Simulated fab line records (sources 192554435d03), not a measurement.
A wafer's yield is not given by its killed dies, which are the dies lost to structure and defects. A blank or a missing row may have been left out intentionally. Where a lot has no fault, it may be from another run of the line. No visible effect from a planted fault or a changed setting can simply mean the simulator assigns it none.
Split-lot trial | flow n5Finfet | route with 1938 steps; 7 lots, 21 wafers read

== ABOUT THE SPLIT ==
At N5_WELL_APT_PEB_06 (peb time 90 s), the setting pebTempC was moved away from the recipe's 130 C on 5 of the 21 wafers read, by -1.9% to +2.8%. For the rest of the wafers, this setting stayed at what the recipe calls for.

== FROM THE SPLIT TO THE READING: what the file shows between them, 2 steps ==
- N5_WELL_APT_DEVELOP_07: develop time 45 s
- N5_WELL_APT_HARDBAKE_12: time 120 s

== THE READING ==
cdNm at N5_WELL_APT_CD_MEAS_08, given in nm (cd target 200 nm). A value of 199.7 nm with a standard deviation of 1.9 nm is what fault-free wafers of this fab line usually give.

wafer  | tool, chamber at the split | pebTempC as run, C | against the recipe | cdNm, nm | against lot-mates on the recipe
L075.1 | lithoTrack-05, 0           | 130                | recipe             | 200.0    | -
L075.5 | lithoTrack-05, 0           | 130                | recipe             | 201.7    | -
L075.6 | lithoTrack-05, 0           | 130                | recipe             | 200.8    | -
L076.1 | lithoTrack-04, 0           | 131.4              | +1.1%              | 204.9    | +4.4
L076.2 | lithoTrack-04, 0           | 130                | recipe             | 200.5    | -
L076.3 | lithoTrack-04, 0           | 131.4              | +1.1%              | 207.1    | +6.6
L080.1 | lithoTrack-04, 0           | 130                | recipe             | 199.8    | -
L080.3 | lithoTrack-04, 0           | 133.7              | +2.8%              | 215.6    | +17.1
L080.5 | lithoTrack-04, 0           | 130                | recipe             | 197.2    | -
L083.2 | lithoTrack-03, 0           | 130                | recipe             | 198.7    | -
L083.3 | lithoTrack-03, 0           | 130                | recipe             | 197.4    | -
L083.4 | lithoTrack-03, 0           | 130                | recipe             | 200.7    | -
L092.1 | lithoTrack-03, 0           | 130                | recipe             | 198.2    | -
L092.4 | lithoTrack-03, 0           | 130                | recipe             | 196.6    | -
L092.5 | lithoTrack-03, 0           | 127.6              | -1.8%              | 183.7    | -13.7
L094.1 | lithoTrack-05, 0           | 130                | recipe             | 203.7    | -
L094.2 | lithoTrack-05, 0           | 130                | recipe             | 198.0    | -
L094.4 | lithoTrack-05, 0           | 130                | recipe             | 197.5    | -
L096.1 | lithoTrack-04, 0           | 130                | recipe             | 199.9    | -
L096.2 | lithoTrack-04, 0           | 130                | recipe             | 202.9    | -
L096.3 | lithoTrack-04, 0           | 127.5              | -1.9%              | 184.5    | -16.9

THE FIT
A straight line over all 21 wafers: cdNm changes by +6.75 nm for each +1% of pebTempC; r = +0.95; the points scatter about the line by 2.2 nm.
The same after taking each lot's own level away (the mean of its wafers on the recipe; 21 wafers): +6.79 nm for each +1%; r = +0.96; scatter 1.8 nm.
Per that fit: largest pebTempC move, reading shift of 19 nm.
The span of the lots' own levels, 197.40 to 201.40 nm, comes to 2.1 times the standard deviation stated above.
Hence the lot-to-lot level has little effect on the slope; both slopes agree.
Check: +20.4 nm against its lot-mates is what the line predicts for one of the wafers moved furthest among these (+2.8%) when that wafer is left out of the fit. Against them it came out at +17.1 nm.

== OTHER SPLITS APPLIED TO THESE WAFERS ==
Other splits were also applied to these wafers ahead of the reading. Each is held against what the fit with the lots' levels taken away leaves over:
other split on the same wafers | wafers away from the commonest value | r with cdNm (lot level and that fit taken away)
N5_WELL_APT_COAT_02 spinRpm    | 8                                    | +0.36

== THE WHOLE CHAIN: every reading that the file lists as answering this split, in the file's order ==
step                   | what it does             | reading                                                        | change (the file's fit)              | r (the file's)
N5_WELL_APT_CD_MEAS_08 | target cd 200 nm         | cdNm                                                           | +6.85 nm for each +1% of the setting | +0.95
N5_WELL_APT_DESCUM_13  | chemistry O2, time 7.9 s | WELL_APT.cdNm (the simulator's own value, which no gauge read) | +6.83 nm for each +1% of the setting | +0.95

== FILE'S OWN FIT ==
cdNm changes by +6.85 nm for each +1% of pebTempC, r = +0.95.
